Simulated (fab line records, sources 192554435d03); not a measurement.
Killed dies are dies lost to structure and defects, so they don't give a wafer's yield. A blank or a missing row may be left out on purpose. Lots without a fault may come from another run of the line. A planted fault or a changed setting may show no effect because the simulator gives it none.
fab line records | flow n5_finfet
record lots=4 wafers=12 last_day=16
route steps=1938 shown BEOL_M10@1479 PASSIVATION@1936
lots that met no fault: from a run of the same line without faults
start_h: hours from the record's first day to the start of the lot's first wafer shown | wait_h: hours since the lot's step before | " the same as in the row above | L1.1+2: a row that stands for several wafers | - no value, or no start given | * or withheld: withheld | < > ~ a bound
route shown NAME@n: a module of which the file shows steps, and the number in the route of the first | usual: mean/standard deviation of fault-free wafers | same: alike in all rows | chamber/n: place in a boat | sites: the reading at each site | _std_site: their standard deviation | _edge_site: outer sites' mean less inner sites' | radius_mm: how far each site lies from the wafer's centre | mask NAME#n: copy n | behind: the tool/chamber that last shaped the wafer | hold: why the lot was held/for how many hours/how that ended | device: the transistor (n, p or np) that didn't switch | end of line: the same wafers' tests at the end of the route | a step without rows: its recipe alone | killed: dies lost to structure and defects at the first sort, not the wafer's yield | map: a wafer's dies, x killed, . not, _ none there
set.NAME: the setting as run; set.NAME@STEP: as run at that earlier step | model.NAME: the simulator's own value behind a step, which no gauge read
lots at some steps of the route; a table a step, a row a wafer
services: from which hour (start_h, from the record's first day; less than 0 if before it) a tool's chamber was out of use, for how many hours, and why
## steps
# step N5_BEOL_M10_SOFTBAKE_06
# recipe temp_c=110 time_s=60 resist=CAR-ArF
# step N5_BEOL_M10_EXPOSE_08
# recipe mask_id=M10 na=1.35 source_shape=dipole sigma_inner=0.411 sigma_outer=0.611 polarization=te dose_mj=53.75
# step N5_BEOL_M10_PEB_09
# recipe peb_temp_c=withheld peb_time_s=60 resist=CAR-ArF
# step N5_BEOL_M10_DEVELOP_10
# recipe develop_time_s=30 developer=TMAH resist=CAR-ArF rinse_liquid=diw dry=air_spin dev_temp_c=23
# step N5_BEOL_M10_DESCUM_16
# recipe chemistry=O2 time_s=7.9 source_power_w=50 bias_power_w=20 pressure_mtorr=20 rf_frequency_hz=2.712e+07 temp_c=40 resist=CAR-ArF o2_flow_sccm=225
# step N5_BEOL_M10_ETCH_61
# recipe chemistry=CF4 target=SiARC target_depth_a=390 mask_material=CAR-ArF time_s=65 ion_energy_ev=80 pressure_mtorr=40 source_w=545 bias_w=36 Ar_flow_sccm=100 cf4_flow_sccm=100 ends=cleared
# step N5_BEOL_M10_ETCH_62
# recipe chemistry=N2/H2 target=SOC target_depth_a=1100 overetch_a=220 mask_material=SiARC temp_c=40 time_s=165 ion_energy_ev=200 pressure_mtorr=30 source_w=840 bias_w=150 n2_flow_sccm=200 h2_flow_sccm=200
# step N5_BEOL_M10_STRIP_68
# recipe chemistry=N2/H2 temp_c=40 n2_flow_sccm=200 h2_flow_sccm=200 rf_frequency_hz=6e+07
# step N5_BEOL_M10_STRIP_67
# recipe chemistry=CF4 resist=SiARC power_w=300 bias_power_w=75 pressure_mtorr=50 cf4_flow_sccm=150 rf_frequency_hz=6e+07
# step N5_BEOL_M10_HM_OPEN_17
# recipe chemistry=Cl2/BCl3 target_depth_a=200 overetch_a=60 target=TiN mask_material=SOC ion_energy_ev=150 pressure_mtorr=10 icp_w=1000 bias_w=126 Cl2_flow_sccm=53.25 bcl3_flow_sccm=21.75 Ar_flow_sccm=25
# usual chamber_pressure_mTorr=10.000/0.009 drypump_motor_current_A=5.6/0.4 oes_ar_750_au=0.78/0.08 oes_product_au=0.66/0.065 throttle_valve_pct=22.05/0.2
# columns lot.wafer tool chamber start_h wait_h chamber_pressure_mTorr drypump_motor_current_A oes_ar_750_au oes_product_au rf_hours_counter_h throttle_valve_pct
L621.1 rie_metal-03 0 238.38 0.0 9.989 6.0 0.70 0.60 73 22.20
L621.4 " 0 " " 9.976 6.0 0.71 0.60 - 22.18
L621.6 " 0 " " 9.977 6.0 0.70 0.60 - 22.17
L629.2 rie_metal-03 0 293.87 0.0 10.013 6.0 0.70 0.60 78 22.16
L629.5 " 0 " " 10.014 6.0 0.69 0.60 - 22.17
L629.6 " 1 " " 9.987 4.9 0.84 0.73 - 22.23
L631.2 rie_metal-03 1 301.87 0.0 10.003 4.9 0.83 0.72 20 22.26
L631.4 " 1 " " 9.991 4.9 0.83 0.72 - 22.24
L631.5 " 0 " " 9.990 6.0 0.69 0.59 - 22.18
L638.1 rie_metal-02 1 339.68 0.0 10.001 5.5 0.85 0.69 25 22.21
L638.2 " 0 " " 9.998 5.2 0.85 0.72 16 22.05
L638.3 " 0 " " 9.992 5.2 0.85 0.72 - 22.04
# step N5_BEOL_M10_STRIP_19
# recipe chemistry=O2 power_w=400 temp_c=40 pressure_mtorr=30 rf_frequency_hz=6e+07 bias_power_w=0 overash_fraction=0.2 o2_flow_sccm=225
# step N5_BEOL_M10_COAT_63
# recipe resist=SOC temp_c=250 time_s=60 spin_rpm=1500 resist_thk_nm=100
# step N5_BEOL_M10_COAT_64
# recipe resist=SiARC temp_c=220 time_s=60 spin_rpm=1500 resist_thk_nm=30
# step N5_BEOL_M10_COAT_22
# recipe resist=CAR-ArF spin_rpm=1500 resist_thk_nm=90
# step N5_BEOL_M10_EBR_24
# recipe solvent=PGMEA ebr_width_mm=1.5
# step N5_BEOL_M10_SOFTBAKE_23
# recipe temp_c=110 time_s=60 resist=CAR-ArF
# step N5_BEOL_M10_EXPOSE_25
# recipe mask_id=V9 na=1.35 source_shape=annular sigma_inner=0.5 sigma_outer=0.8 polarization=unpolarized dose_mj=85.5
# step N5_BEOL_M10_PEB_26
# recipe peb_temp_c=withheld peb_time_s=60 resist=CAR-ArF
# step N5_BEOL_M10_DEVELOP_27
# recipe develop_time_s=30 developer=TMAH resist=CAR-ArF rinse_liquid=diw dry=air_spin dev_temp_c=23
# step N5_BEOL_M10_INSPECT_30
# recipe mode=adi inspect_instrument=brightfield
# usual raw_defect_count=376/83
# columns lot.wafer tool chamber start_h wait_h raw_defect_count
L621.1 defect_inspect-02 - 239.09 0.0 327
L621.4 " - " " 317
L621.6 " - " " 370
L629.2 defect_inspect-02 - 294.50 0.0 930
L629.5 " - " " 842
L629.6 " - " " 844
L631.2 defect_inspect-02 - 302.99 0.0 1050
L631.4 " - " " 1086
L631.5 " - " " 1082
L638.1 defect_inspect-02 - 340.34 0.0 332
L638.2 " - " " 322
L638.3 " - " " 575
# step N5_BEOL_M10_DESCUM_33
# recipe chemistry=O2 time_s=7.9 source_power_w=50 bias_power_w=20 pressure_mtorr=20 rf_frequency_hz=2.712e+07 temp_c=40 resist=CAR-ArF o2_flow_sccm=225
# step N5_PASSIVATION_PROBE_49
# usual defect_limited_yield=91.2/1.5 killed_at_M0_to_M3=33/9.6 killed_at_M4_up=14/5.6 killed_at_contacts=14/5.5 killed_at_front_end=40/13 killed_at_other=4/3 killed_dies=104/17 killed_open=68/13 killed_short=33/7.2 sort_bin_5_function=5.2/0.95 sort_bin_6_memory=3.3/0.62 sort_bin_8_speed=0.00/0.012 sort_n_pass=1076/17 sort_yield_pct=91.2/1.5
# same gross_dies=1180 killed_at_back_side=0 sort_bin_4_leakage[%]=0
# columns lot.wafer tool chamber start_h wait_h defect_limited_yield[%] killed_at_M0_to_M3 killed_at_M4_up killed_at_contacts killed_at_front_end killed_at_other killed_dies killed_open killed_short sort_bin_5_function[%] sort_bin_6_memory[%] sort_bin_8_speed[%] sort_n_pass sort_yield_pct[%]
L629.2 prober-02 - 347.20 0.3 80.3 13 143 27 45 4 232 71 33 12.0 5.3 0 948 80.3
L629.5 prober-02 - 347.35 0.4 80.8 30 143 16 32 5 226 61 29 12.5 4.2 0 954 80.8
L629.6 prober-02 - 347.40 0.5 84.2 31 101 17 34 3 186 64 32 10.0 3.2 0 994 84.2
L631.2 prober-01 - 360.29 0.1 83.6 43 94 11 37 8 193 81 31 9.7 3.9 0 987 83.6
L631.4 prober-01 - 360.39 0.2 86.1 14 96 17 34 3 164 61 22 8.7 3.1 0 1016 86.1
L631.5 prober-01 - 360.44 0.2 81.1 27 141 26 25 4 223 60 33 12.3 4.7 0 957 81.1
# killed by level:class
L629.2 BEOL_M10:unspecified=127 MOL_CONTACT_COAG:geometric_particle:open=19 FIN_SAQP:geometric_particle:open=17 FIN_SAQP:geometric_particle:short=11 STI_FIN_REVEAL:geometric_particle:open=7 MOL_CONTACT_COAG:geometric_particle:short=7 BEOL_M3:geometric_particle:open=6 BEOL_M4:geometric_particle:open=6
L629.5 BEOL_M10:unspecified=134 MOL_CONTACT_COAG:geometric_particle:open=12 BEOL_M3:geometric_particle:open=10 BEOL_M0_SAQP:geometric_particle:open=8 FIN_SAQP:geometric_particle:open=7 BEOL_M0_SAQP:geometric_particle:short=5 ILD0:geometric_particle:open=4 GATE_CUT:geometric_particle:short=4
L629.6 BEOL_M10:unspecified=88 MOL_CONTACT_COAG:geometric_particle:open=12 BEOL_M0_SAQP:geometric_particle:open=9 FIN_SAQP:geometric_particle:short=7 BEOL_M1:geometric_particle:open=6 FIN_SAQP:geometric_particle:open=5 MOL_CONTACT_COAG:geometric_particle:short=5 BEOL_M5:geometric_particle:open=5
L631.2 BEOL_M10:unspecified=80 BEOL_M2:geometric_particle:open=17 FIN_SAQP:geometric_particle:short=13 ILD0:geometric_particle:open=8 MOL_CONTACT_COAG:geometric_particle:open=8 BEOL_M1:geometric_particle:open=7 BEOL_M3:geometric_particle:open=7 BEOL_M4:geometric_particle:open=7
L631.4 BEOL_M10:unspecified=80 MOL_CONTACT_COAG:geometric_particle:open=16 FIN_SAQP:geometric_particle:open=11 BEOL_M4:geometric_particle:open=7 STARTING-WAFER:geometric_particle:open=5 STI_FIN_REVEAL:geometric_particle:open=4 BEOL_M2:geometric_particle:open=4 FIN_SAQP:geometric_particle:short=3
L631.5 BEOL_M10:unspecified=130 MOL_CONTACT_COAG:geometric_particle:open=19 MOL_CONTACT_COAG:geometric_particle:short=7 BEOL_M2:geometric_particle:open=7 BEOL_M0_SAQP:geometric_particle:open=5 BEOL_M5:geometric_particle:short=4 STARTING-WAFER:geometric_particle:open=4 STI_FIN_REVEAL:geometric_particle:open=3
# map L629.2 (x killed, . not)
_________________.....x......________________
______________x..x....x....x...._____________
___________x.........x......x......__________
__________.x.................xx....x_________
________x..............xx..x.........._______
_______.......x...............x........______
______...x......x..................xx..._____
_____.x..x...x...............x....x....x.____
____...x.x................................___
___.............x..x..x....x............x..__
___..x......................x..............__
__..................x.....x...x............._
__..xx..x.......x..........x................_
_...............x.....x..................x...
_.......x..........x..x.x......x.....x.......
_......x............x.x........x..x........x.
_...............x..x..x...x.......x..........
_.........x.x...xxxxx......x.................
_..........x..xxxxxxxxxxx.............x......
_........x...xxxxxxxxxxxxxx.....x.....x....x.
_..........x.xxxxxxxxxxxx....................
__....xx.....xxxxxxxxxxxxx...xx........xx..._
__..........x.xxxxxxxxxxxx.x...xx..........._
___........xxxxxxxxxxxxxxxx.....x..........__
___.x.......xxxxxxxxxxxxxxxx...............__
____...........xxxxxxxxx.xx...............___
_____........xxxxxxxxxxx.................____
______....x.....xx.xx.xxx..............._____
_______x..........x.....x.....x..x....x______
________..................x.......x.x._______
__________.......................x.._________
___________...xx...xxx.............__________
______________............x....._____________
_________________............________________
# map L631.5 (x killed, . not)
_________________............________________
______________.................._____________
___________........................__________
__________x...xx....x..............._________
________.............................._______
_______.x.........x..x................x______
______.....................xx.x........._____
_____..............x...x...........x.....____
____........x...xx...x.........x...x......___
___x...x.............x...................x.__
___......................................x.__
__...xx..x.........x.............x.........._
__............x.................xx.....xx..._
_..............x......x......................
_..........x......xxxx.....x.................
_...x.................x.x.......x....x.......
_....................x.....x.......x.......x.
_.............x.x...xxxx...x...x.......x.x...
_............x.xx..xx.xxx..................x.
_.......x..x.x.xxxxxxxx..x..xx....x...xx.....
_..x........xxxxxxxxxxxxx....x......x........
__........x.xxxxxxxxxxxxxx.xx....x.........._
__............xxxxxxxxxxxx.....x.x.........._
___.........xxxxxxxxxxxxxxx................__
___x...xx....xxxxxxxxxxxx.x................__
____..x......xxxxxxxxxxx.xx.....xx........___
_____........xxxxxxxxx.x.x...x...........____
______.......x.x.xxxxxxx..x......xx..x.._____
_______.......x.xxxx.xx............x...______
________.x........x...x............x.._______
__________........................x._________
___________...x....................__________
______________...............x.._____________
_________________............________________
## services
# columns tool chamber start_h hours kind
rie_metal-03 0 338.21 3.2 repair
## key
first_sign step=N5_BEOL_M10_INSPECT_30 reading=raw_defect_count direction=up sigmas=7.1 usual=376 struck=972
effect step=N5_PASSIVATION_PROBE_49 reading=killed_at_M4_up direction=up sigmas=19 usual=14 struck=120
more_kills_born_at N5_BEOL_M10_HM_OPEN_17@rie_metal-03=639
met_at N5_BEOL_M10_HM_OPEN_17
struck_wafers L629.2,L629.5,L629.6,L631.2,L631.4,L631.5
onset_between 238.38 293.87
fault kind=chamber_particle_source tool=rie_metal-03 chamber=- onset_h=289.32 steps=N5_BEOL_M10_HM_OPEN_17 rate_per_visit_cm2=0.93215 end_h=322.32
